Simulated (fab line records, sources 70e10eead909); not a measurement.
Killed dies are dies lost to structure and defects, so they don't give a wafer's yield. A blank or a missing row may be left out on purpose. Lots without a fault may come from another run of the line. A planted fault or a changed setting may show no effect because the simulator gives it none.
Chamber matching | flow nand_harc | NHARC_P_GATE_STRIP_108 on rie_diel-11: 4 sister chambers
The step strips in O2. 27 wafers are shown with their chamber, then 12 later ones without.

WAFERS WITH THEIR CHAMBER
wafer  | chamber | showerhead_plenum_p_Torr (Torr) | drypump_motor_current_A (A) | oes_product_au (a.u.)
L077.2 | 1       | 3.46                            | 5.78                        | 0.989
L077.3 | 3       | 3.37                            | 5.11                        | 1.004
L077.5 | 0       | 3.30                            | 5.65                        | 1.015
L078.3 | 1       | 3.46                            | 5.79                        | 0.996
L078.5 | 0       | 3.30                            | 5.65                        | 1.022
L078.6 | 1       | 3.46                            | 5.79                        | 0.993
L079.2 | 0       | 3.30                            | 5.63                        | 1.019
L079.3 | 1       | 3.46                            | 5.77                        | 0.983
L079.6 | 2       | 3.49                            | 5.21                        | 0.993
L080.1 | 3       | 3.37                            | 5.13                        | 0.992
L080.2 | 2       | 3.49                            | 5.22                        | 0.995
L080.6 | 1       | 3.46                            | 5.77                        | 0.997
L082.3 | 2       | 3.49                            | 5.22                        | 0.994
L082.4 | 1       | 3.46                            | 5.79                        | 0.986
L082.6 | 2       | 3.49                            | 5.22                        | 0.984
L084.1 | 0       | 3.30                            | 5.64                        | 1.002
L084.4 | 2       | 3.49                            | 5.24                        | 0.992
L084.5 | 2       | 3.49                            | 5.23                        | 0.988
L087.2 | 0       | 3.30                            | 5.63                        | 1.008
L087.3 | 1       | 3.45                            | 5.78                        | 0.987
L087.4 | 2       | 3.49                            | 5.23                        | 0.989
L086.3 | 2       | 3.49                            | 5.19                        | 0.992
L086.4 | 3       | 3.37                            | 5.16                        | 1.008
L086.5 | 1       | 3.45                            | 5.78                        | 1.000
L085.2 | 1       | 3.45                            | 5.77                        | 0.999
L085.3 | 3       | 3.37                            | 5.13                        | 0.993
L085.6 | 0       | 3.30                            | 5.64                        | 1.009

SIGNATURES (means of the wafers above)
reading                  | chamber 0 | chamber 1 | chamber 2 | chamber 3 | scatter within a chamber
showerhead_plenum_p_Torr | 3.3000    | 3.4567    | 3.4900    | 3.3700    | 0.00295
drypump_motor_current_A  | 5.6400    | 5.7800    | 5.2200    | 5.1325    | 0.013
oes_product_au           | 1.01250   | 0.99222   | 0.99087   | 0.99925   | 0.00615
Rule: a wafer's distance from a chamber is the root of the sum, over the readings, of the square of ((its reading less the chamber's mean) divided by the reading's scatter). The wafer belongs to the nearest chamber; if the next one is less than 2 further off, it can't be placed. The scatter: the root of (the sum of the squares of (reading less its chamber's mean) over the shown wafers, divided by (wafers less chambers)).

WAFERS WITHOUT THEIR CHAMBER
wafer  | showerhead_plenum_p_Torr (Torr) | drypump_motor_current_A (A) | oes_product_au (a.u.)
L088.1 | 3.37                            | 5.11                        | 0.991
L088.4 | 3.30                            | 5.65                        | 0.999
L088.5 | 3.37                            | 5.14                        | 0.986
L092.1 | 3.37                            | 5.12                        | 0.989
L092.2 | 3.29                            | 5.66                        | 1.017
L092.4 | 3.45                            | 5.78                        | 0.995
L094.1 | 3.37                            | 5.15                        | 1.007
L094.4 | 3.30                            | 5.60                        | 1.016
L094.6 | 3.37                            | 5.11                        | 1.009
L095.2 | 3.49                            | 5.19                        | 0.989
L095.3 | 3.29                            | 5.67                        | 1.008
L095.6 | 3.37                            | 5.13                        | 0.992

WHICH CHAMBER EACH WENT THROUGH
wafer  | from the rows above | in truth
L088.1 | 3                   | 3
L088.4 | 0                   | 0
L088.5 | 3                   | 3
L092.1 | 3                   | 3
L092.2 | 0                   | 0
L092.4 | 1                   | 1
L094.1 | 3                   | 3
L094.4 | 0                   | 0
L094.6 | 3                   | 3
L095.2 | 2                   | 2
L095.3 | 0                   | 0
L095.6 | 3                   | 3
Placed correctly: 12 of 12. Can't be placed from these rows: 0. Placed wrongly: 0.
